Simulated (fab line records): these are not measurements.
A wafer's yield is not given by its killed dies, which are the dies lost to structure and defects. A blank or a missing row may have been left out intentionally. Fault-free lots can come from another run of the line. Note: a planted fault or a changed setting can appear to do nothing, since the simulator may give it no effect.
Chamber matching | flow n5_finfet | rie_si-02 running N5_PMOS_HMC_CHANNEL_EPI_ETCH_38: 4 sister chambers
The step etches SiO2 in CF4, target depth 1.5 nm. 20 wafers are shown with their chamber, then 10 later ones without.

## WAFERS WITH THEIR CHAMBER
wafer  | chamber | throttle_valve_pct (%) | drypump_motor_current_A (A) | oes_product_au (a.u.)
L075.3 | 1       | 21.34                  | 6.0                         | 1.009
L075.5 | 3       | 21.92                  | 6.4                         | 1.022
L075.6 | 0       | 21.45                  | 5.8                         | 1.012
L076.2 | 3       | 21.92                  | 6.5                         | 1.030
L076.5 | 1       | 21.36                  | 6.0                         | 1.009
L076.6 | 2       | 21.69                  | 5.6                         | 0.987
L079.2 | 1       | 21.36                  | 6.0                         | 1.005
L079.3 | 3       | 21.90                  | 6.5                         | 1.025
L079.4 | 0       | 21.45                  | 5.8                         | 1.001
L082.2 | 0       | 21.44                  | 5.8                         | 1.004
L082.5 | 2       | 21.70                  | 5.6                         | 0.985
L082.6 | 1       | 21.35                  | 5.9                         | 1.007
L087.1 | 1       | 21.35                  | 6.0                         | 0.996
L087.5 | 0       | 21.45                  | 5.8                         | 0.994
L087.6 | 2       | 21.70                  | 5.7                         | 0.981
L088.1 | 2       | 21.71                  | 5.6                         | 0.989
L088.2 | 1       | 21.34                  | 6.0                         | 0.985
L088.3 | 0       | 21.46                  | 5.8                         | 1.008
L090.2 | 3       | 21.90                  | 6.4                         | 1.032
L090.3 | 1       | 21.36                  | 6.0                         | 1.006

SIGNATURES, as means of the wafers listed above
reading                 | chamber 0 | chamber 1 | chamber 2 | chamber 3 | scatter within a chamber
throttle_valve_pct      | 21.4500   | 21.3514   | 21.7000   | 21.9100   | 0.00896
drypump_motor_current_A | 5.800     | 5.986     | 5.625     | 6.450     | 0.0404
oes_product_au          | 1.00380   | 1.00243   | 0.98550   | 1.02725   | 0.00688
Rule: for each reading, subtract the chamber's mean from the wafer's reading, divide by that reading's scatter and square the result; add these up over the readings and take the root, which gives the wafer's distance from the chamber. The wafer belongs to the nearest chamber; if the next one is less than 2 further off, it can't be placed. How the scatter is found: for the shown wafers, subtract from each reading the mean of its chamber, square and add these, divide the total by (wafers less chambers), then take the root.

## WAFERS WHOSE CHAMBER IS MISSING
wafer  | throttle_valve_pct (%) | drypump_motor_current_A (A) | oes_product_au (a.u.)
L090.6 | 21.70                  | 5.6                         | 0.990
L094.1 | 21.91                  | 6.4                         | 1.036
L094.5 | 21.69                  | 5.6                         | 0.982
L094.6 | 21.91                  | 6.4                         | 1.028
L095.1 | 21.36                  | 5.9                         | 1.001
L095.3 | 21.68                  | 5.7                         | 0.977
L095.4 | 21.43                  | 5.8                         | 0.992
L097.2 | 21.92                  | 6.4                         | 1.029
L097.4 | 21.68                  | 5.6                         | 0.978
L097.5 | 21.35                  | 6.0                         | 1.007

## WHICH CHAMBER EACH WENT THROUGH
wafer  | from the rows above | in truth
L090.6 | 2                   | 2
L094.1 | 3                   | 3
L094.5 | 2                   | 2
L094.6 | 3                   | 3
L095.1 | 1                   | 1
L095.3 | 2                   | 2
L095.4 | 0                   | 0
L097.2 | 3                   | 3
L097.4 | 2                   | 2
L097.5 | 1                   | 1
10 of 10 placed correctly. Can't be placed from these rows: 0. Wrongly placed: 0.
